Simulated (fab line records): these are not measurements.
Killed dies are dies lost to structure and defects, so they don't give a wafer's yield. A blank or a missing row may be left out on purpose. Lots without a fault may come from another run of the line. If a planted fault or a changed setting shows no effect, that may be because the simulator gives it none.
Chamber matching | flow n5-finfet | N5_BEOL_M8_CURE_74 on uv-cure-03: 3 sister chambers
The step cures SiCOH lowk, time 240 s. 6 wafers are shown with their chamber, then 9 later ones without.

## EACH WAFER AND ITS CHAMBER
wafer  | chamber | wafer_temp_C_max | lamp-power-pct (%)
L080.3 | 0       | 387.2            | 52.44
L080.6 | 0       | 387.0            | 52.22
L084.5 | 1       | 386.5            | 52.33
L084.6 | 1       | 386.2            | 52.25
L086.5 | 2       | 387.8            | 52.33
L086.6 | 2       | 387.3            | 52.37

## WAFERS WITH NO CHAMBER GIVEN
wafer  | wafer_temp_C_max | lamp-power-pct (%)
L093.2 | 387.6            | 52.31
L093.3 | 387.2            | 52.32
L093.4 | 388.1            | 52.33
L095.1 | 388.3            | 52.28
L095.4 | 388.3            | 52.24
L095.5 | 387.8            | 52.25
L096.1 | 386.2            | 52.28
L096.2 | 386.2            | 52.31
L096.4 | 385.8            | 52.35

## EACH ONE'S CHAMBER
wafer  | from the rows above     | in truth
L093.2 | can't be placed: 2 or 0 | 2
L093.3 | can't be placed: 0 or 2 | 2
L093.4 | can't be placed: 2 or 0 | 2
L095.1 | can't be placed: 2 or 0 | 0
L095.4 | can't be placed: 2 or 0 | 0
L095.5 | can't be placed: 2 or 0 | 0
L096.1 | 1                       | 1
L096.2 | 1                       | 1
L096.4 | 1                       | 1
Correct placement for 3 of the 9. Cannot be placed on the basis of these rows: 6; the candidates contain the true chamber in 6. Placed wrongly: 0.
How it was worked out, from the rows above alone: a wafer's distance from a chamber is the root of the sum, over the readings, of the square of ((its reading less the chamber's mean) divided by the reading's scatter). The wafer belongs to the nearest chamber; if the next one is less than 2 further off, it can't be placed. A chamber's mean is the mean of its shown wafers. The scatter: the root of (the sum of the squares of (reading less its chamber's mean) over the shown wafers, divided by (wafers less chambers)).
